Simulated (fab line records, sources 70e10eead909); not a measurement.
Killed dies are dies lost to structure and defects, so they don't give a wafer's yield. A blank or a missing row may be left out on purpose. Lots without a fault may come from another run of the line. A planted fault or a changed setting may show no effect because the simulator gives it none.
Chamber matching | flow nand_harc | NHARC_A_BLC_STRIP_21 on rie_diel-13: 4 sister chambers
The step strips in O2. 18 wafers are shown with their chamber, then 9 later ones without.

WAFERS WITH THEIR CHAMBER
wafer  | chamber | showerhead_plenum_p_Torr (Torr) | drypump_motor_current_A (A) | oes_product_au (a.u.)
L074.1 | 2       | 3.72                            | 6.6                         | 1.005
L074.4 | 1       | 3.75                            | 5.5                         | 1.005
L074.6 | 0       | 3.74                            | 5.4                         | 0.993
L077.1 | 0       | 3.74                            | 5.5                         | 1.001
L077.3 | 1       | 3.75                            | 5.5                         | 1.009
L077.6 | 3       | 3.43                            | 5.1                         | 1.003
L075.4 | 1       | 3.75                            | 5.5                         | 1.000
L075.5 | 3       | 3.43                            | 5.1                         | 1.007
L075.6 | 2       | 3.72                            | 6.5                         | 0.998
L083.3 | 0       | 3.73                            | 5.4                         | 0.993
L083.4 | 1       | 3.74                            | 5.5                         | 0.996
L083.5 | 1       | 3.74                            | 5.5                         | 0.998
L082.2 | 0       | 3.73                            | 5.4                         | 0.988
L082.4 | 2       | 3.72                            | 6.6                         | 0.986
L082.6 | 0       | 3.73                            | 5.4                         | 0.986
L086.1 | 1       | 3.74                            | 5.5                         | 1.008
L086.2 | 3       | 3.42                            | 5.1                         | 1.001
L086.4 | 2       | 3.72                            | 6.5                         | 0.993

SIGNATURES (means of the wafers above)
reading                  | chamber 0 | chamber 1 | chamber 2 | chamber 3 | scatter within a chamber
showerhead_plenum_p_Torr | 3.7340    | 3.7450    | 3.7200    | 3.4267    | 0.0049
drypump_motor_current_A  | 5.420     | 5.500     | 6.550     | 5.100     | 0.0359
oes_product_au           | 0.99220   | 1.00267   | 0.99550   | 1.00367   | 0.00594
Rule: a wafer's distance from a chamber is the root of the sum, over the readings, of the square of ((its reading less the chamber's mean) divided by the reading's scatter). The wafer belongs to the nearest chamber; if the next one is less than 2 further off, it can't be placed. The scatter: the root of (the sum of the squares of (reading less its chamber's mean) over the shown wafers, divided by (wafers less chambers)).

WAFERS WITHOUT THEIR CHAMBER
wafer  | showerhead_plenum_p_Torr (Torr) | drypump_motor_current_A (A) | oes_product_au (a.u.)
L087.2 | 3.74                            | 5.5                         | 1.000
L087.3 | 3.73                            | 5.5                         | 1.004
L087.6 | 3.72                            | 6.5                         | 1.000
L092.1 | 3.73                            | 5.5                         | 1.001
L092.4 | 3.71                            | 6.5                         | 1.008
L092.6 | 3.42                            | 5.1                         | 1.013
L093.2 | 3.42                            | 5.1                         | 1.006
L093.3 | 3.74                            | 5.5                         | 1.009
L093.6 | 3.73                            | 5.4                         | 0.995

WHICH CHAMBER EACH WENT THROUGH
wafer  | from the rows above     | in truth
L087.2 | can't be placed: 1 or 0 | 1
L087.3 | can't be placed: 1 or 0 | 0
L087.6 | 2                       | 2
L092.1 | can't be placed: 0 or 1 | 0
L092.4 | 2                       | 2
L092.6 | 3                       | 3
L093.2 | 3                       | 3
L093.3 | 1                       | 1
L093.6 | 0                       | 0
Placed correctly: 6 of 9. Can't be placed from these rows: 3 (the true chamber is among the candidates in 3). Placed wrongly: 0.
